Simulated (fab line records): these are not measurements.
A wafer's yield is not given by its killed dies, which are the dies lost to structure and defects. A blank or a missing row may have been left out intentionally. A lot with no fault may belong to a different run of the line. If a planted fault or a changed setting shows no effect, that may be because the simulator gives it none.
Matching of chambers    flow n5-finfet    N5_BEOL_M8_CMP_52 on cmp-02: 4 sister chambers
The step polishes, stops on SiCOH lowk, t overpolish 6.9 s, target thk 80 nm. 16 wafers are shown with their chamber, then 8 later ones without.

== WAFERS PAIRED WITH THEIR CHAMBERS ==
wafer   chamber  motor-current-A (A)  clearing-platen-down-force-psi (psi)  barrier-field-endpoint-s (s)
L076.1  1        6.1                  1.5072                                30.3
L076.2  3        5.6                  1.4965                                29.4
L076.5  0        5.7                  1.5069                                30.8
L077.1  2        6.3                  1.5014                                30.1
L077.2  0        5.7                  1.5057                                29.7
L077.3  1        5.9                  1.5002                                29.6
L084.2  1        6.2                  1.5022                                28.7
L084.3  2        6.2                  1.5021                                29.8
L084.6  0        6.1                  1.5005                                30.1
L086.3  3        5.2                  1.4967                                28.9
L086.5  0        6.0                  1.4968                                29.0
L086.6  1        6.5                  1.4999                                30.5
L091.2  2        6.2                  1.5000                                29.6
L091.3  1        6.2                  1.5017                                29.4
L091.6  0        6.0                  1.5054                                29.8
L090.3  1        5.9                  1.4992                                28.5

SIGNATURES (averages over the wafers above)
reading                         chamber 0  chamber 1  chamber 2  chamber 3  scatter within a chamber
motor-current-A                 5.900      6.133      6.233      5.400      0.2
clearing-platen-down-force-psi  1.503060   1.501733   1.501167   1.496600   0.00313
barrier-field-endpoint-s        29.880     29.500     29.833     29.150     0.662
Rule: distance of a wafer from a chamber = root of the sum over the readings of ((wafer's reading minus chamber's mean) / reading's scatter) squared. The wafer belongs to the nearest chamber; if the next one is less than 2 further off, it can't be placed. The scatter: take each reading less its chamber's mean, square it, sum over the shown wafers, divide by the number of wafers less the number of chambers, and take the root.

== WAFERS MISSING THEIR CHAMBER ==
wafer   motor-current-A (A)  clearing-platen-down-force-psi (psi)  barrier-field-endpoint-s (s)
L090.4  5.6                  1.4974                                28.6
L090.5  5.3                  1.5018                                28.7
L092.1  6.2                  1.4984                                27.8
L092.2  6.0                  1.5001                                29.2
L092.5  6.4                  1.4993                                29.3
L096.2  6.2                  1.4947                                29.2
L096.5  5.8                  1.5002                                29.1
L096.6  6.2                  1.4946                                28.8

== THE CHAMBER EACH PASSED THROUGH ==
wafer   from the rows above                in truth
L090.4  can't be placed: 3 or 0 or 1       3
L090.5  can't be placed: 3 or 0            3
L092.1  can't be placed: 1 or 2 or 0 or 3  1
L092.2  can't be placed: 1 or 0 or 2       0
L092.5  can't be placed: 2 or 1 or 0       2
L096.2  can't be placed: 2 or 1 or 0 or 3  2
L096.5  can't be placed: 0 or 1 or 3 or 2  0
L096.6  can't be placed: 1 or 2 or 0 or 3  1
0 of 8 placed correctly. Unplaceable from these rows: 8, with the true chamber sitting among the candidates in 8. Wrongly placed: 0.
